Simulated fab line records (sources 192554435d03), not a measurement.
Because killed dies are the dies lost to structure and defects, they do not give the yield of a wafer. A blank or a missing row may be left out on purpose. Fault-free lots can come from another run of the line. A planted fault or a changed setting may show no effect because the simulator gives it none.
Split-lot study    flow n5_finfet    7 lots, 21 wafers read, on a route of 1938 steps

SPLIT DETAILS
At N5_PASSIVATION_ETCH_15 (etches SiCN in CF4/N2, target depth 75 nm, time 81.2 s), the setting bias_w was moved away from the recipe's 70 W on 6 of the 21 wafers read, by -14.2% to +5.4%. This setting was run at the recipe's value on the other wafers.

The reading is taken at the split's own step.

THE READING
rf_vpp_V, in V, at N5_PASSIVATION_ETCH_15 (etches SiCN in CF4/N2, target depth 75 nm, time 81.2 s). A value of 382.3 V with a standard deviation of 2.1 V is what fault-free wafers of this fab line usually give.

wafer   tool, chamber at the split  bias_w as run, W  against the recipe  rf_vpp_V, V  against lot-mates on the recipe
L074.4  rie_diel-04, 3              70                recipe              385.1        -
L074.5  rie_diel-04, 1              70                recipe              381.2        -
L074.6  rie_diel-04, 2              73.75             +5.4%               398.2        +15.1
L075.2  rie_diel-04, 3              70                recipe              385.8        -
L075.3  rie_diel-04, 2              70                recipe              384.5        -
L075.6  rie_diel-04, 0              70                recipe              385.1        -
L076.3  rie_diel-01, 2              65.72             -6.1%               366.9        -14.0
L076.5  rie_diel-01, 1              70                recipe              380.0        -
L076.6  rie_diel-01, 0              70                recipe              381.7        -
L080.1  rie_diel-04, 1              60.66             -13.3%              347.4        -36.0
L080.5  rie_diel-04, 1              70                recipe              381.5        -
L080.6  rie_diel-04, 0              70                recipe              385.2        -
L085.3  rie_diel-04, 1              70                recipe              378.5        -
L085.4  rie_diel-04, 2              70                recipe              384.3        -
L085.5  rie_diel-04, 1              60.09             -14.2%              344.6        -36.8
L086.1  rie_diel-01, 0              70                recipe              382.8        -
L086.2  rie_diel-01, 1              70                recipe              381.3        -
L086.5  rie_diel-01, 1              70                recipe              381.0        -
L097.3  rie_diel-01, 2              64.13             -8.4%               360.7        -19.6
L097.5  rie_diel-01, 3              70                recipe              380.3        -
L097.6  rie_diel-01, 2              64.13             -8.4%               361.0        -19.3

THE FIT
A straight line over all 21 wafers: rf_vpp_V changes by +2.66 V for each +1% of bias_w; r = +0.99; the points scatter about the line by 2 V.
The same after taking each lot's own level away (the mean of its wafers on the recipe; 21 wafers): +2.57 V for each +1%; r = +0.99; scatter 1.6 V.
That fit puts the effect of the largest move of bias_w on the reading at 36 V.
The span of the lots' own levels, 380.30 to 385.13 V, comes to 2.3 times the standard deviation stated above.
Consequently the slope shifts little with the lot-to-lot level, the two slopes agreeing.
Check: with one of the wafers moved furthest among these (-14.2%) left out of the fit, the line predicts -35.8 V for it against its lot-mates. It came out at -36.8 V against them.
Tool readings at the split's step, against how far the setting was moved: rf_vpp_V r = +0.99.

ADDITIONAL SPLITS CARRIED BY THESE WAFERS
Note: prior to the reading, these wafers also went through further splits. Each is held against what the fit with the lots' levels taken away leaves over:
other split on the same wafers        wafers away from the commonest value  r with rf_vpp_V (lot level and that fit taken away)
N5_PASSIVATION_PASS_ETCH_74 source_w  6                                     -0.07

FILE'S OWN FIT
rf_vpp_V changes by +2.58 V for each +1% of bias_w, r = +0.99.
